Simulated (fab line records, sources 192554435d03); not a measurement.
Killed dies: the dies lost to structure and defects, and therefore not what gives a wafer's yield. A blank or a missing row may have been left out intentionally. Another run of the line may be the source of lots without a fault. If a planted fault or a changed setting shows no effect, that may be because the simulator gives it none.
A lot that was struck, set against a sound lot || flow n5 finfet || 22 out of 1938 route steps
Sound: the wafers L613.1, L613.2, L613.6. Wafers L620.1, L620.2, L620.6 were the ones struck. The cause is named last.
At each step with rows: each side's tool, then ch and its chambers, then its first start. Under that, the readings that differ: sound wafers || struck wafers || difference of the means || sigmas: that difference in standard deviations of wafers without a fault.
alike: readings with means less than 2 such deviations apart, plus words and numbers identical on both sides. not compared: withheld readings, readings lacking a value on some wafer, bounds such as >300 that could conceal the same value, and numbers that have no deviation in the record and whose values overlap.
The two part at a step that has a row with sigmas, a row that says differs or no value, or rows on one side only. Non-overlapping numbers with no deviation appear without sigmas and do not part them. Lack of a reading on every wafer of one side parts them only where that side has two or more wafers.

N5_ZERO_LAYER_CD_MEAS_11: the cd target is 2000 nm.
  sound on cd sem-01 ch 0, day 2 18:46; struck on cd sem-03 ch 0, day 4 12:46
  alike: cd nm
N5_ZERO_LAYER_DESCUM_16: chemistry O2, time 7.9 s.
  sound on rie diel-01 ch 0,1, day 2 18:56; struck on rie diel-01 ch 2,3, day 4 12:49
  alike: drypump motor current A, oes product au, rf fwd power W, rf vpp V, showerhead plenum p Torr, throttle valve pct
  not compared: rf hours counter h
N5_ZERO_LAYER_ETCH_17: etches SiO2 in CF4, target depth 12 nm, time 13.3 s.
  sound on rie diel-01 ch 0,1, day 2 18:59; struck on rie diel-01 ch 2,3, day 4 12:50
  alike: drypump motor current A, oes product au, rf fwd power W, rf vpp V, showerhead plenum p Torr, throttle valve pct
  not compared: rf hours counter h
N5_ZERO_LAYER_ETCH_18: etches Si in HBr/Cl2, target depth 120 nm, time 40 s.
  sound on rie si-04 ch 0,2,3, day 2 19:03; struck on rie si-04 ch 1,2,3, day 4 12:55
  alike: drypump motor current A, oes product au, rf fwd power W, throttle valve pct
  not compared: rf hours counter h
N5_ZERO_LAYER_STRIP_24: strips in O2.
  sound on plasma asher-02 ch 0,1, day 2 19:10; struck on plasma asher-01 ch 0,1, day 4 13:01
  alike: drypump motor current A, heater power w, oes product au, strip time to endpoint s
  not compared: rf hours counter h
then, 1 step without rows for these wafers: N5_ZERO_LAYER_STRIP_19 (strips in SPM, time 900 s).
N5_ZERO_LAYER_INSPECT_20: inspects for defects (darkfield).
  sound on defect inspect-02, day 2 19:31; struck on defect inspect-02, day 4 13:23
  alike: raw defect count
then, 5 steps without rows for these wafers: N5_WELL_APT_HMDS_01 (time 60 s); N5_WELL_APT_COAT_02 (resist thk 950 nm); N5_WELL_APT_EBR_04; N5_WELL_APT_SOFTBAKE_03 (time 60 s); N5_WELL_APT_EXPOSE_05 (exposes mask NWELL, defocus 0 nm, target cd 200 nm).
N5_WELL_APT_PEB_06: peb time 90 s.
  sound on litho track-03 ch 0, day 2 19:50; struck on litho track-04 ch 0, day 4 13:34
{"reading": "heater power total W (W)", "sound": "172.2 173.0 172.9", "struck": "170.9 169.7 169.8", "difference": -2.6, "sigmas": -4}
{"reading": "plate temp C (C)", "sound": "129.98 130.12 130.05", "struck": "128.34 128.48 128.37", "difference": -1.65, "sigmas": -13}
then, 2 steps without rows for these wafers: N5_WELL_APT_DEVELOP_07 (develop time 45 s); N5_WELL_APT_HARDBAKE_12 (time 120 s).
N5_WELL_APT_CD_MEAS_08: the cd target is 200 nm.
  sound on cd sem-01 ch 0, day 2 19:57; struck on cd sem-01 ch 0, day 4 13:41
{"reading": "cd nm (nm)", "sound": "198.2 200.2 198.0", "struck": "194.6 192.8 194.9", "difference": -4.7, "sigmas": -3}
N5_WELL_APT_OVL_MEAS_09:
  sound on overlay-02 ch 0, day 2 19:59; struck on overlay-02 ch 0, day 4 13:43
  alike: NWELL_OVL
N5_WELL_APT_INSPECT_10: inspects for defects (macro).
  sound on defect inspect-02, day 2 20:00; struck on defect inspect-01, day 4 13:44
  alike: raw defect count
N5_WELL_APT_DESCUM_13: chemistry O2, time 7.9 s.
  sound on rie diel-03 ch 0,1,3, day 2 20:25; struck on rie diel-06 ch 0,2,3, day 4 13:52
{"reading": "model.WELL_APT.cd nm (nm)", "sound": "198 199.9 198.2", "struck": "194.8 193 195.2", "difference": -4.4, "sigmas": ""}
  alike: drypump motor current A, oes product au, rf fwd power W, rf vpp V, showerhead plenum p Torr, throttle valve pct
  not compared: rf hours counter h
next, for these wafers, 1 step has no rows: N5_WELL_APT_IMPLANT_14.
-- record jumps: 7 days separate the struck wafers' starts on either side; left off in module WELL_APT, taken up again in module BEOL_M4, whose first shown step is the route's number 1111 --
N5_BEOL_M4_RC_MEAS_101:
  sound on prober-02 ch 0, day 9 22:19; struck on prober-01 ch 0, day 11 09:39
  alike: DIBL_N, DIBL_P, IOFF_N, IOFF_P, ION_N, ION_P, SS_N, SS_P, VT_N, VT_P
-- the record jumps here: 4 days lie between the struck wafers' starts before and after (it left off in module BEOL_M4 and takes up again in module PASSIVATION, whose first step shown is number 1936 of the route) --
N5_PASSIVATION_PROBE_49:
  only the struck wafers here have rows in the record (prober-01, day 15 20:11); the sound ones have none

== WHERE THEY PART ==
Last at N5_PASSIVATION_PROBE_49 as far as this record goes, first at N5_WELL_APT_PEB_06.

WHY: the cause the simulator had injected
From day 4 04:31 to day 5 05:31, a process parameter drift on litho track-04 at N5_WELL_APT_PEB_06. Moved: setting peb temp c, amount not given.
